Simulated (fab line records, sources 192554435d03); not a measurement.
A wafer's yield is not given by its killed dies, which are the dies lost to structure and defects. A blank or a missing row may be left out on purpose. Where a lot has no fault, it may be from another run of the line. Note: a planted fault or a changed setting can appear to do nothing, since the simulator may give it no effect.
fab line records	flow n5_finfet
[record] lots = 24	wafers = 72	last_day = 18
route steps=1938 shown BEOL_M0_SAQP@700 BEOL_M0@723 BEOL_M1@751
lots untouched by any fault: they come from a run of this same line in which no faults occurred
start_h: start of the lot's first displayed wafer, in hours after the record's first day	wait_h: hours elapsed since this lot's preceding step	" same as the row above	L1.1+2: a single row standing in for several wafers	- no value present, or no start provided	* or withheld: withheld	< > ~ a bound
route shown NAME@n: NAME is a module with steps in the file, n the number in the route of the first one	usual: mean/standard deviation taken from wafers without a fault	same: alike in all rows	chamber/n: place in a boat	sites: each site's reading	_std_site: their standard deviation	_edge_site: outer sites' mean less inner sites'	radius_mm: how far each site lies from the wafer's centre	mask NAME#n: copy n	behind: tool/chamber where the wafer was last shaped	hold: why the lot was held/for how many hours/how that ended	device: the transistor (n, p or np) that didn't switch	end of line: at the end of the route, the tests of the same wafers	a step given without rows: its recipe and nothing more	killed: at the first sort, the dies lost to defects and structure; wafer yield is something else	map: a wafer's dies, x killed, . not, _ none there
set.NAME: the run value of the setting; set.NAME@STEP: its run value at that earlier step	model.NAME: the simulator's own value behind a step, which no gauge read
steps of the route over a sample of lots; a table a step, a row a wafer
services: from which hour (start_h, from the record's first day; less than 0 if before it) a tool's chamber was out of use, for how many hours, and why
[[steps]]
[step N5_BEOL_M0_SAQP_STRIP_75]
[recipe] chemistry = CF4	resist = SiARC	power_w = 300	bias_power_w = 75	pressure_mtorr = 50	cf4_flow_sccm = 150	rf_frequency_hz = 6e+07
[usual] cf4_flow_sccm = 150.0/0.42	drypump_motor_current_A = 5.9/0.55	oes_product_au = 0.183/0.023	rf_vpp_V = 271.4/1.6	showerhead_plenum_p_Torr = 1.81/0.054	throttle_valve_pct = 13.61/0.22
lot.wafer	tool	chamber	start_h	wait_h	cf4_flow_sccm	drypump_motor_current_A	oes_product_au	rf_hours_counter_h	rf_vpp_V	showerhead_plenum_p_Torr	throttle_valve_pct
L074.2	rie_diel-04	0	118.20	0.1	150.3	5.4	0.160	228	273.0	1.84	14.05
L074.3	"	2	"	"	149.8	5.7	0.165	216	273.1	1.84	13.60
L074.6	"	2	"	"	149.7	5.7	0.158	-	271.6	1.84	13.59
L075.2	rie_diel-04	0	119.73	0.1	150.2	5.4	0.154	228	271.1	1.84	14.03
L075.5	"	3	"	"	150.6	5.5	0.159	-	268.9	1.71	13.62
L075.6	"	2	"	"	150.2	5.7	0.160	-	272.0	1.84	13.61
L076.1	rie_diel-02	0	127.25	0.1	150.1	5.0	0.165	235	271.4	1.71	13.80
L076.4	"	1	"	"	150.7	6.2	0.159	240	271.0	1.77	13.91
L076.6	"	3	"	"	149.5	6.5	0.180	-	271.4	1.79	13.60
L077.2	rie_diel-05	3	134.29	0.1	149.4	6.3	0.191	82	270.4	1.74	13.46
L077.5	"	2	"	"	150.7	6.5	0.215	-	272.3	1.78	13.48
L077.6	"	3	"	"	149.5	6.4	0.187	-	271.4	1.74	13.44
L078.1	rie_diel-04	1	140.70	0.1	149.8	5.3	0.156	232	272.1	1.85	13.60
L078.3	"	0	"	"	150.6	5.4	0.152	235	272.6	1.84	14.07
L078.5	"	1	"	"	149.6	5.3	0.160	-	271.4	1.85	13.59
L079.1	rie_diel-04	0	147.89	0.1	149.8	5.4	0.155	238	271.9	1.84	14.06
L079.2	"	1	"	"	149.8	5.3	0.162	233	272.4	1.85	13.63
L079.4	"	1	"	"	150.2	5.3	0.163	-	272.3	1.85	13.61
L080.1	rie_diel-04	2	149.59	0.1	150.0	5.7	0.161	229	273.1	1.84	13.61
L080.3	"	0	"	"	149.6	5.4	0.157	239	272.6	1.84	14.06
L080.4	"	1	"	"	149.3	5.3	0.154	-	271.9	1.85	13.60
L081.1	rie_diel-02	3	159.80	0.1	150.2	6.5	0.175	144	271.5	1.78	13.66
L081.3	"	0	"	"	150.4	5.0	0.159	245	268.6	1.70	13.81
L081.5	"	3	"	"	149.9	6.5	0.178	-	269.4	1.78	13.66
L082.2	rie_diel-02	0	165.74	0.1	150.8	5.0	0.160	248	268.4	1.70	13.84
L082.4	"	3	"	"	150.6	6.4	0.178	-	270.3	1.78	13.66
L082.6	"	2	"	"	150.6	6.7	0.192	-	272.1	1.83	13.81
L083.1	rie_diel-02	0	168.61	0.1	150.1	5.0	0.155	249	268.6	1.70	13.82
L083.5	"	0	"	"	150.4	5.0	0.162	-	268.9	1.70	13.81
L083.6	"	2	"	"	149.6	6.7	0.201	-	271.7	1.83	13.81
L084.3	rie_diel-05	0	181.30	0.1	149.5	5.5	0.165	209	273.2	1.85	13.59
L084.4	"	2	"	"	149.5	6.5	0.213	33	269.8	1.77	13.50
L084.5	"	0	"	"	149.7	5.5	0.167	-	272.2	1.85	13.59
L085.1	rie_diel-05	0	183.85	0.1	150.8	5.4	0.164	209	273.2	1.85	13.59
L085.4	"	3	"	"	150.3	6.3	0.193	98	271.5	1.74	13.48
L085.5	"	2	"	"	149.4	6.5	0.212	-	269.0	1.77	13.51
L086.1	rie_diel-02	1	191.27	0.1	150.2	6.2	0.229	0	270.7	1.77	13.36
L086.2	"	3	"	"	149.7	6.5	0.178	157	269.8	1.78	13.67
L086.5	"	2	"	"	149.4	6.7	0.192	-	271.3	1.82	13.82
L087.3	rie_diel-02	2	196.01	0.1	150.3	6.7	0.202	77	271.9	1.82	13.83
L087.4	"	3	"	"	150.7	6.4	0.176	-	271.0	1.78	13.67
L087.6	"	1	"	"	149.1	6.2	0.223	-	270.8	1.77	13.36
L088.2	rie_diel-02	1	199.75	0.1	150.2	6.2	0.213	4	269.6	1.77	13.37
L088.3	"	3	"	"	149.8	6.5	0.172	161	270.9	1.78	13.70
L088.5	"	2	"	"	149.8	6.7	0.188	-	272.6	1.82	13.86
L089.1	rie_diel-04	2	209.25	0.1	149.4	5.7	0.156	249	274.3	1.84	13.68
L089.2	"	3	"	"	149.8	5.4	0.212	21	272.8	1.91	13.11
L089.4	"	3	"	"	150.4	5.5	0.208	-	274.4	1.91	13.13
L090.3	rie_diel-04	3	211.21	0.1	150.3	5.4	0.206	22	274.9	1.91	13.13
L090.4	"	3	"	"	149.6	5.5	0.213	-	273.7	1.91	13.13
L090.6	"	1	"	"	149.5	5.3	0.156	-	272.0	1.84	13.66
L091.1	rie_diel-02	0	217.41	0.1	149.7	5.1	0.219	3	274.3	1.91	13.24
L091.3	"	1	"	"	150.0	6.2	0.211	10	271.8	1.77	13.40
L091.4	"	2	"	"	150.3	6.8	0.186	85	270.2	1.82	13.85
L092.2	rie_diel-04	2	221.71	0.1	150.1	5.7	0.161	253	271.3	1.83	13.67
L092.4	"	3	"	"	149.3	5.5	0.210	-	273.6	1.91	13.13
L092.6	"	2	"	"	149.6	5.7	0.163	-	271.5	1.83	13.68
L093.2	rie_diel-05	1	226.64	0.1	149.9	5.6	0.173	151	269.3	1.73	13.50
L093.5	"	3	"	"	150.2	6.3	0.185	-	270.2	1.73	13.52
L093.6	"	2	"	"	150.0	6.4	0.200	-	269.1	1.77	13.54
L094.1	rie_diel-04	2	232.79	0.1	150.5	5.7	0.158	257	272.9	1.83	13.71
L094.4	"	2	"	"	149.4	5.7	0.155	-	272.2	1.83	13.70
L094.6	"	3	"	"	150.1	5.4	0.205	-	274.0	1.91	13.15
L095.1	rie_diel-04	3	240.94	0.1	149.4	5.5	0.211	32	274.6	1.91	13.14
L095.3	"	2	"	"	149.3	5.7	0.158	260	272.2	1.83	13.71
L095.4	"	3	"	"	150.1	5.5	0.204	-	273.7	1.91	13.16
L096.2	rie_diel-02	2	244.07	0.1	149.3	6.7	0.192	93	271.9	1.82	13.88
L096.3	"	3	"	"	149.8	6.4	0.176	174	270.7	1.78	13.72
L096.4	"	1	"	"	150.1	6.2	0.210	18	270.5	1.76	13.39
L097.1	rie_diel-02	1	248.00	0.1	150.4	6.1	0.205	19	270.3	1.76	13.40
L097.2	"	0	"	"	150.0	5.0	0.216	12	272.8	1.91	13.27
L097.6	"	1	"	"	149.8	6.2	0.204	-	269.7	1.76	13.40
[step N5_BEOL_M0_OCD_MEAS_108]
[usual] trench_depth_nm = 32.8/0.7
lot.wafer	tool	chamber	start_h	wait_h	trench_depth_nm
L074.2	ocd-02	-	119.68	0.1	32.4
L074.3	"	-	"	"	33.6
L074.6	"	-	"	"	32.3
L075.2	ocd-01	-	121.78	0.1	33.5
L075.5	"	-	"	"	33.1
L075.6	"	-	"	"	31.6
L076.1	ocd-01	-	129.18	0.1	32.7
L076.4	"	-	"	"	33.5
L076.6	"	-	"	"	33.4
L077.2	ocd-01	-	136.89	0.1	32.8
L077.5	"	-	"	"	32.6
L077.6	"	-	"	"	31.7
L078.1	ocd-02	-	142.55	0.1	32.1
L078.3	"	-	"	"	32.9
L078.5	"	-	"	"	32.6
L079.1	ocd-01	-	149.06	0.1	32.2
L079.2	"	-	"	"	32.6
L079.4	"	-	"	"	31.6
L080.1	ocd-02	-	151.11	0.1	31.7
L080.3	"	-	"	"	32.1
L080.4	"	-	"	"	32.2
L081.1	ocd-01	-	161.35	0.1	32.6
L081.3	"	-	"	"	33.2
L081.5	"	-	"	"	31.9
L082.2	ocd-01	-	168.93	0.1	33.3
L082.4	"	-	"	"	33.7
L082.6	"	-	"	"	33.7
L083.1	ocd-01	-	172.65	0.1	32.6
L083.5	"	-	"	"	34.0
L083.6	"	-	"	"	31.4
L084.3	ocd-02	-	183.50	0.1	31.7
L084.4	"	-	"	"	33.1
L084.5	"	-	"	"	32.8
L085.1	ocd-01	-	190.18	0.1	31.5
L085.4	"	-	"	"	33.6
L085.5	"	-	"	"	33.6
L086.1	ocd-02	-	193.82	0.1	32.7
L086.2	"	-	"	"	34.1
L086.5	"	-	"	"	33.1
L087.3	ocd-01	-	197.88	0.1	33.4
L087.4	"	-	"	"	33.1
L087.6	"	-	"	"	33.5
L088.2	ocd-02	-	200.88	0.1	32.3
L088.3	"	-	"	"	32.5
L088.5	"	-	"	"	33.2
L089.1	ocd-02	-	211.14	0.1	33.0
L089.2	"	-	"	"	32.2
L089.4	"	-	"	"	33.8
L090.3	ocd-02	-	214.48	0.1	33.5
L090.4	"	-	"	"	32.9
L090.6	"	-	"	"	31.8
L091.1	ocd-02	-	220.57	0.1	32.3
L091.3	"	-	"	"	31.6
L091.4	"	-	"	"	32.8
L092.2	ocd-02	-	223.12	0.1	32.6
L092.4	"	-	"	"	31.8
L092.6	"	-	"	"	32.7
L093.2	ocd-02	-	229.49	0.1	33.3
L093.5	"	-	"	"	33.4
L093.6	"	-	"	"	32.7
L094.1	ocd-02	-	234.87	0.1	33.3
L094.4	"	-	"	"	33.6
L094.6	"	-	"	"	32.7
L095.1	ocd-01	-	242.79	0.1	34.6
L095.3	"	-	"	"	32.6
L095.4	"	-	"	"	33.3
L096.2	ocd-02	-	246.20	0.1	34.4
L096.3	"	-	"	"	33.0
L096.4	"	-	"	"	32.1
L097.1	ocd-02	-	256.31	0.1	33.3
L097.2	"	-	"	"	32.3
L097.6	"	-	"	"	32.0
[step N5_BEOL_M0_PRE_CLEAN_113]
[recipe] gas = H2/He	time_s = 30	temp_c = 250
[usual] heater_power_w = 335/27	susceptor_temp_C = 249.96/0.19
lot.wafer	tool	chamber	start_h	wait_h	heater_power_w	susceptor_temp_C
L074.2	pvd_sputter-01	-	121.47	0.0	291	249.99
L074.3	"	-	"	"	407	250.44
L074.6	"	-	"	"	308	249.87
L075.2	pvd_sputter-02	-	122.47	0.0	373	250.06
L075.5	"	-	"	"	309	250.10
L075.6	"	-	"	"	329	250.17
L076.1	pvd_sputter-03	-	130.21	0.0	323	249.80
L076.4	"	-	"	"	358	249.94
L076.6	"	-	"	"	355	249.96
L077.2	pvd_sputter-01	-	137.78	0.0	382	249.53
L077.5	"	-	"	"	356	249.92
L077.6	"	-	"	"	301	250.23
L078.1	pvd_sputter-03	-	143.28	0.0	325	249.84
L078.3	"	-	"	"	316	250.00
L078.5	"	-	"	"	329	249.93
L079.1	pvd_sputter-02	-	149.61	0.0	317	250.40
L079.2	"	-	"	"	331	250.13
L079.4	"	-	"	"	338	249.79
L080.1	pvd_sputter-03	-	151.44	0.0	352	250.02
L080.3	"	-	"	"	311	249.96
L080.4	"	-	"	"	319	250.09
L081.1	pvd_sputter-01	-	161.78	0.0	311	249.76
L081.3	"	-	"	"	295	250.32
L081.5	"	-	"	"	396	250.07
L082.2	pvd_sputter-01	-	171.52	0.0	355	250.12
L082.4	"	-	"	"	300	249.71
L082.6	"	-	"	"	295	249.65
L083.1	pvd_sputter-02	-	174.03	0.0	313	250.13
L083.5	"	-	"	"	339	249.91
L083.6	"	-	"	"	359	249.57
L084.3	pvd_sputter-02	-	184.13	0.0	339	250.22
L084.4	"	-	"	"	342	249.96
L084.5	"	-	"	"	365	249.83
L085.1	pvd_sputter-03	-	192.64	0.0	352	250.28
L085.4	"	-	"	"	318	249.62
L085.5	"	-	"	"	319	249.97
L086.1	pvd_sputter-03	-	194.57	0.0	314	250.10
L086.2	"	-	"	"	355	250.01
L086.5	"	-	"	"	320	249.94
L087.3	pvd_sputter-02	-	199.49	0.0	314	250.04
L087.4	"	-	"	"	370	249.92
L087.6	"	-	"	"	316	249.97
L088.2	pvd_sputter-01	-	201.92	0.0	391	249.85
L088.3	"	-	"	"	312	249.85
L088.5	"	-	"	"	395	249.91
L089.1	pvd_sputter-03	-	211.81	0.0	314	249.92
L089.2	"	-	"	"	325	250.22
L089.4	"	-	"	"	313	249.88
L090.3	pvd_sputter-03	-	215.01	0.0	348	249.79
L090.4	"	-	"	"	314	250.13
L090.6	"	-	"	"	351	249.85
L091.1	pvd_sputter-02	-	221.56	0.0	310	250.05
L091.3	"	-	"	"	342	249.97
L091.4	"	-	"	"	375	250.02
L092.2	pvd_sputter-01	-	223.60	0.0	298	250.30
L092.4	"	-	"	"	312	249.67
L092.6	"	-	"	"	398	250.23
L093.2	pvd_sputter-01	-	230.18	0.0	311	249.94
L093.5	"	-	"	"	307	249.70
L093.6	"	-	"	"	394	249.92
L094.1	pvd_sputter-02	-	235.47	0.0	344	249.75
L094.4	"	-	"	"	364	249.99
L094.6	"	-	"	"	335	249.71
L095.1	pvd_sputter-03	-	244.14	0.0	313	250.00
L095.3	"	-	"	"	326	249.65
L095.4	"	-	"	"	317	250.05
L096.2	pvd_sputter-03	-	246.67	0.0	324	250.05
L096.3	"	-	"	"	316	250.08
L096.4	"	-	"	"	360	250.03
L097.1	pvd_sputter-02	-	257.53	0.0	316	250.23
L097.2	"	-	"	"	329	250.38
L097.6	"	-	"	"	334	250.08
[step N5_BEOL_M0_SPUTTER_132]
[recipe] material = Cu	target_thk_a = 40	temp_c = -20	chamber_pressure_pa = 0.07	power_w = withheld	time_s = 7.37
[usual] susceptor_temp_C = -20.00/0.1	throttle_valve_pct = 29.8/1
lot.wafer	tool	chamber	start_h	wait_h	susceptor_temp_C	throttle_valve_pct
L074.2	pvd_sputter-03	-	122.16	0.0	-20.03	29.8
L074.3	"	-	"	"	-20.04	30.5
L074.6	"	-	"	"	-20.11	30.7
L075.2	pvd_sputter-03	-	123.28	0.0	-19.91	30.6
L075.5	"	-	"	"	-20.07	28.9
L075.6	"	-	"	"	-19.97	31.6
L076.1	pvd_sputter-02	-	131.47	0.0	-20.06	29.1
L076.4	"	-	"	"	-20.10	29.1
L076.6	"	-	"	"	-19.99	29.6
L077.2	pvd_sputter-01	-	138.49	0.0	-20.00	29.4
L077.5	"	-	"	"	-20.18	30.0
L077.6	"	-	"	"	-20.07	31.3
L078.1	pvd_sputter-03	-	144.06	0.0	-19.84	29.9
L078.3	"	-	"	"	-19.93	30.7
L078.5	"	-	"	"	-19.97	29.7
L079.1	pvd_sputter-02	-	150.23	0.0	-19.92	29.3
L079.2	"	-	"	"	-20.04	29.4
L079.4	"	-	"	"	-20.06	29.3
L080.1	pvd_sputter-02	-	153.50	0.0	-20.12	29.1
L080.3	"	-	"	"	-20.02	29.1
L080.4	"	-	"	"	-20.04	29.4
L081.1	pvd_sputter-03	-	164.26	0.0	-20.01	29.7
L081.3	"	-	"	"	-20.03	31.9
L081.5	"	-	"	"	-19.84	31.6
L082.2	pvd_sputter-01	-	172.40	0.0	-19.89	30.2
L082.4	"	-	"	"	-20.03	31.6
L082.6	"	-	"	"	-19.86	31.2
L083.1	pvd_sputter-02	-	174.97	0.0	-19.86	29.4
L083.5	"	-	"	"	-20.17	29.3
L083.6	"	-	"	"	-19.73	29.3
L084.3	pvd_sputter-03	-	184.76	0.0	-19.98	29.9
L084.4	"	-	"	"	-20.12	31.7
L084.5	"	-	"	"	-19.97	28.6
L085.1	pvd_sputter-02	-	193.46	0.0	-19.79	29.2
L085.4	"	-	"	"	-20.08	28.5
L085.5	"	-	"	"	-19.98	28.7
L086.1	pvd_sputter-03	-	195.43	0.0	-20.23	29.6
L086.2	"	-	"	"	-20.04	30.6
L086.5	"	-	"	"	-19.93	28.5
L087.3	pvd_sputter-01	-	200.42	0.0	-20.10	30.4
L087.4	"	-	"	"	-20.04	30.1
L087.6	"	-	"	"	-20.01	30.3
L088.2	pvd_sputter-02	-	202.60	0.0	-19.95	28.5
L088.3	"	-	"	"	-19.92	29.2
L088.5	"	-	"	"	-19.89	28.9
L089.1	pvd_sputter-02	-	212.64	0.0	-19.89	29.4
L089.2	"	-	"	"	-20.05	29.3
L089.4	"	-	"	"	-20.07	29.0
L090.3	pvd_sputter-03	-	216.00	0.0	-20.11	31.7
L090.4	"	-	"	"	-19.96	28.8
L090.6	"	-	"	"	-20.02	29.7
L091.1	pvd_sputter-02	-	222.28	0.0	-19.98	29.2
L091.3	"	-	"	"	-20.06	29.2
L091.4	"	-	"	"	-20.14	28.6
L092.2	pvd_sputter-02	-	224.72	0.0	-19.95	29.4
L092.4	"	-	"	"	-20.10	28.4
L092.6	"	-	"	"	-20.10	28.6
L093.2	pvd_sputter-01	-	232.82	0.0	-19.84	30.5
L093.5	"	-	"	"	-19.99	30.2
L093.6	"	-	"	"	-20.23	29.6
L094.1	pvd_sputter-03	-	236.45	0.0	-20.03	30.7
L094.4	"	-	"	"	-19.96	31.9
L094.6	"	-	"	"	-20.10	30.8
L095.1	pvd_sputter-01	-	246.02	0.0	-19.88	30.2
L095.3	"	-	"	"	-20.14	30.1
L095.4	"	-	"	"	-20.05	31.4
L096.2	pvd_sputter-01	-	247.53	0.0	-20.19	30.1
L096.3	"	-	"	"	-19.82	30.1
L096.4	"	-	"	"	-19.94	29.5
L097.1	pvd_sputter-03	-	258.25	0.0	-20.00	29.6
L097.2	"	-	"	"	-19.91	30.6
L097.6	"	-	"	"	-19.92	29.8
[step N5_BEOL_M0_RS_MEAS_126]
[recipe] thk_meas_gauge = four-point-probe	reads = Co_of_BEOL_M0_CO_CAP_123+Cu_of_BEOL_M0_ECD_118+Co_of_BEOL_M0_CVD_115+TaN_of_BEOL_M0_ALD_136
[usual] M0_RS = 0.536/0.022
lot.wafer	tool	chamber	start_h	wait_h	M0_RS[ohm/sq]
L074.2	film_metro-01	-	123.50	0.1	0.555
L074.3	"	-	"	"	0.569
L074.6	"	-	"	"	0.557
L075.2	film_metro-01	-	124.76	0.1	0.545
L075.5	"	-	"	"	0.538
L075.6	"	-	"	"	0.512
L076.1	film_metro-01	-	133.16	0.0	0.534
L076.4	"	-	"	"	0.506
L076.6	"	-	"	"	0.521
L077.2	film_metro-02	-	140.00	0.1	0.515
L077.5	"	-	"	"	0.493
L077.6	"	-	"	"	0.506
L078.1	film_metro-01	-	146.76	0.0	0.517
L078.3	"	-	"	"	0.502
L078.5	"	-	"	"	0.538
L079.1	film_metro-02	-	151.53	0.0	0.553
L079.2	"	-	"	"	0.532
L079.4	"	-	"	"	0.548
L080.1	film_metro-02	-	154.79	0.0	0.515
L080.3	"	-	"	"	0.504
L080.4	"	-	"	"	0.503
L081.1	film_metro-01	-	165.68	0.0	0.538
L081.3	"	-	"	"	0.510
L081.5	"	-	"	"	0.494
L082.2	film_metro-01	-	173.69	0.1	0.528
L082.4	"	-	"	"	0.534
L082.6	"	-	"	"	0.517
L083.1	film_metro-01	-	176.26	0.0	0.540
L083.5	"	-	"	"	0.533
L083.6	"	-	"	"	0.540
L084.3	film_metro-01	-	186.09	0.1	0.565
L084.4	"	-	"	"	0.552
L084.5	"	-	"	"	0.526
L085.1	film_metro-02	-	194.75	0.0	0.607
L085.4	"	-	"	"	0.545
L085.5	"	-	"	"	0.600
L086.1	film_metro-01	-	196.77	0.0	0.513
L086.2	"	-	"	"	0.522
L086.5	"	-	"	"	0.504
L087.3	film_metro-02	-	201.71	0.1	0.542
L087.4	"	-	"	"	0.524
L087.6	"	-	"	"	0.526
L088.2	film_metro-01	-	203.89	0.1	0.563
L088.3	"	-	"	"	0.561
L088.5	"	-	"	"	0.556
L089.1	film_metro-02	-	214.06	0.0	0.546
L089.2	"	-	"	"	0.546
L089.4	"	-	"	"	0.545
L090.3	film_metro-01	-	217.29	0.1	0.558
L090.4	"	-	"	"	0.527
L090.6	"	-	"	"	0.525
L091.1	film_metro-02	-	223.58	0.0	0.553
L091.3	"	-	"	"	0.523
L091.4	"	-	"	"	0.515
L092.2	film_metro-02	-	226.01	0.1	0.549
L092.4	"	-	"	"	0.531
L092.6	"	-	"	"	0.527
L093.2	film_metro-01	-	234.10	0.1	0.570
L093.5	"	-	"	"	0.574
L093.6	"	-	"	"	0.536
L094.1	film_metro-02	-	237.74	0.0	0.530
L094.4	"	-	"	"	0.508
L094.6	"	-	"	"	0.500
L095.1	film_metro-02	-	247.31	0.0	0.560
L095.3	"	-	"	"	0.543
L095.4	"	-	"	"	0.517
L096.2	film_metro-02	-	248.82	0.1	0.552
L096.3	"	-	"	"	0.538
L096.4	"	-	"	"	0.529
L097.1	film_metro-01	-	259.67	0.0	0.553
L097.2	"	-	"	"	0.564
L097.6	"	-	"	"	0.553
[step N5_BEOL_M1_ILD_DEP_00]
[recipe] material = SiOC	target_thk_a = 790	temp_c = 350	precursor = DEMS/O2	pressure_torr = 5	rf_w = 500	time_s = 15.3
[usual] chamber_pressure_Torr = 4.999/0.012	heater_power_w = 466/57	showerhead_plenum_p_Torr = 5.697/0.017	susceptor_temp_C = 349.97/0.23	throttle_valve_pct = 11.7/0.59
lot.wafer	tool	chamber	start_h	wait_h	chamber_pressure_Torr	heater_power_w	showerhead_plenum_p_Torr	susceptor_temp_C	throttle_valve_pct
L074.2	pecvd-01	0	123.57	0.0	4.989	487	5.685	349.86	12.3
L074.3	"	2	"	"	5.001	394	5.701	349.73	10.9
L074.6	"	0	"	"	4.981	502	5.658	349.48	12.1
L075.2	pecvd-01	2	124.82	0.0	4.990	438	5.703	350.17	10.5
L075.5	"	1	"	"	5.022	402	5.678	349.91	12.1
L075.6	"	2	"	"	4.988	433	5.690	350.27	10.4
L076.1	pecvd-01	1	133.22	0.0	4.984	371	5.681	349.99	12.2
L076.4	"	2	"	"	4.965	456	5.680	349.99	10.7
L076.6	"	1	"	"	5.011	360	5.677	349.97	12.1
L077.2	pecvd-04	1	140.06	0.0	4.991	358	5.702	349.71	11.9
L077.5	"	1	"	"	4.983	355	5.708	349.49	11.9
L077.6	"	2	"	"	4.998	546	5.697	349.79	10.9
L078.1	pecvd-02	0	146.82	0.0	4.985	536	5.704	349.96	11.4
L078.3	"	2	"	"	5.009	458	5.729	349.90	11.9
L078.5	"	0	"	"	4.997	522	5.703	350.13	11.4
L079.1	pecvd-02	1	151.59	0.0	5.010	465	5.715	350.23	12.5
L079.2	"	0	"	"	5.003	528	5.700	349.83	11.6
L079.4	"	0	"	"	4.995	530	5.713	350.07	11.5
L080.1	pecvd-01	1	154.85	0.0	4.998	404	5.697	349.92	11.7
L080.3	"	0	"	"	4.966	426	5.655	349.93	12.2
L080.4	"	1	"	"	5.005	407	5.694	350.23	12.0
L081.1	pecvd-04	0	165.75	0.0	5.034	449	5.706	349.55	12.1
L081.3	"	1	"	"	5.017	373	5.687	349.98	11.8
L081.5	"	1	"	"	5.004	368	5.698	350.21	11.7
L082.2	pecvd-02	2	173.75	0.0	5.005	511	5.721	350.28	11.8
L082.4	"	1	"	"	5.003	478	5.706	350.03	12.6
L082.6	"	0	"	"	5.001	531	5.707	349.81	11.4
L083.1	pecvd-04	2	176.32	0.0	4.998	557	5.682	349.74	10.7
L083.5	"	2	"	"	5.001	549	5.711	349.57	10.8
L083.6	"	0	"	"	4.995	402	5.706	349.52	12.3
L084.3	pecvd-01	1	186.15	0.0	5.003	409	5.685	350.10	11.9
L084.4	"	0	"	"	5.010	467	5.669	349.88	12.1
L084.5	"	1	"	"	5.012	409	5.691	350.13	12.1
L085.1	pecvd-02	2	194.81	0.0	4.974	510	5.728	349.91	12.1
L085.4	"	1	"	"	5.013	511	5.710	350.24	12.4
L085.5	"	2	"	"	5.000	507	5.722	349.90	12.3
L086.1	pecvd-04	0	196.83	0.0	5.001	433	5.693	349.93	12.0
L086.2	"	1	"	"	4.998	364	5.690	349.73	11.6
L086.5	"	1	"	"	4.982	362	5.690	350.28	12.0
L087.3	pecvd-02	0	201.77	0.0	5.002	544	5.701	349.79	11.8
L087.4	"	0	"	"	4.997	550	5.703	349.84	11.5
L087.6	"	1	"	"	5.010	537	5.702	349.55	12.5
L088.2	pecvd-01	1	203.95	0.0	5.002	420	5.690	350.22	12.1
L088.3	"	0	"	"	4.996	481	5.675	349.77	11.9
L088.5	"	2	"	"	5.007	446	5.673	349.77	10.7
L089.1	pecvd-02	1	214.13	0.0	5.003	525	5.715	350.12	12.4
L089.2	"	0	"	"	5.000	447	5.685	350.40	11.7
L089.4	"	1	"	"	5.002	538	5.709	350.09	12.4
L090.3	pecvd-04	0	217.35	0.0	4.999	410	5.690	350.07	11.9
L090.4	"	2	"	"	5.007	545	5.699	350.13	10.8
L090.6	"	1	"	"	5.014	406	5.700	349.89	11.5
L091.1	pecvd-02	1	223.64	0.0	5.009	487	5.699	349.67	12.4
L091.3	"	1	"	"	5.007	510	5.704	349.72	12.6
L091.4	"	0	"	"	4.987	551	5.706	349.83	11.5
L092.2	pecvd-01	0	226.07	0.0	4.997	452	5.663	349.77	12.1
L092.4	"	1	"	"	5.010	369	5.686	349.59	12.0
L092.6	"	2	"	"	5.013	454	5.694	350.19	10.8
L093.2	pecvd-02	1	234.17	0.0	4.986	469	5.698	349.97	12.3
L093.5	"	0	"	"	5.031	455	5.696	350.00	11.7
L093.6	"	1	"	"	4.995	491	5.699	349.79	12.5
L094.1	pecvd-02	0	237.80	0.0	5.004	484	5.709	349.88	11.3
L094.4	"	0	"	"	5.005	490	5.703	350.19	11.7
L094.6	"	0	"	"	5.001	493	5.700	349.92	11.5
L095.1	pecvd-02	2	247.37	0.0	5.003	472	5.716	350.09	11.1
L095.3	"	0	"	"	4.998	459	5.702	349.90	11.7
L095.4	"	0	"	"	5.010	468	5.710	350.37	11.7
L096.2	pecvd-04	2	248.88	0.0	5.001	543	5.697	349.83	10.9
L096.3	"	0	"	"	4.979	387	5.704	350.46	12.1
L096.4	"	1	"	"	4.986	385	5.697	349.93	11.8
L097.1	pecvd-02	0	259.73	0.0	4.995	575	5.704	349.87	11.8
L097.2	"	2	"	"	5.007	496	5.736	349.76	11.3
L097.6	"	2	"	"	4.987	505	5.714	349.93	11.3
[[services]]
tool	chamber	start_h	hours	kind
pvd_sputter-01	-	129.72	1.9	repair
rie_diel-04	3	136.00	-	clean
rie_diel-04	3	136.00	-	consumable_replace:focus_ring
rie_diel-04	3	136.00	-	consumable_replace:showerhead
rie_diel-04	3	136.00	14.5	scheduled_down
rie_diel-04	3	136.00	14.5	vent_cycle
rie_diel-04	1	142.41	4.1	repair
rie_diel-05	0	149.93	9.9	repair
rie_diel-02	1	158.69	-	clean
rie_diel-02	1	158.69	-	consumable_replace:focus_ring
rie_diel-02	1	158.69	32.3	scheduled_down
rie_diel-02	1	158.69	32.3	vent_cycle
rie_diel-04	0	184.42	-	clean
rie_diel-04	0	184.42	-	consumable_replace:esc
rie_diel-04	0	184.42	-	consumable_replace:focus_ring
rie_diel-04	0	184.42	36.4	scheduled_down
pecvd-02	2	191.46	2.1	scheduled_down
pecvd-02	-	206.05	3.1	repair
pecvd-02	2	215.16	-	clean
pecvd-02	2	215.16	-	consumable_replace:showerhead
pecvd-02	2	215.16	29.0	scheduled_down
pecvd-02	2	215.16	29.0	vent_cycle
pecvd-02	-	217.20	2.8	pm
pecvd-02	1	235.00	3.7	repair
[[key]]
fault none
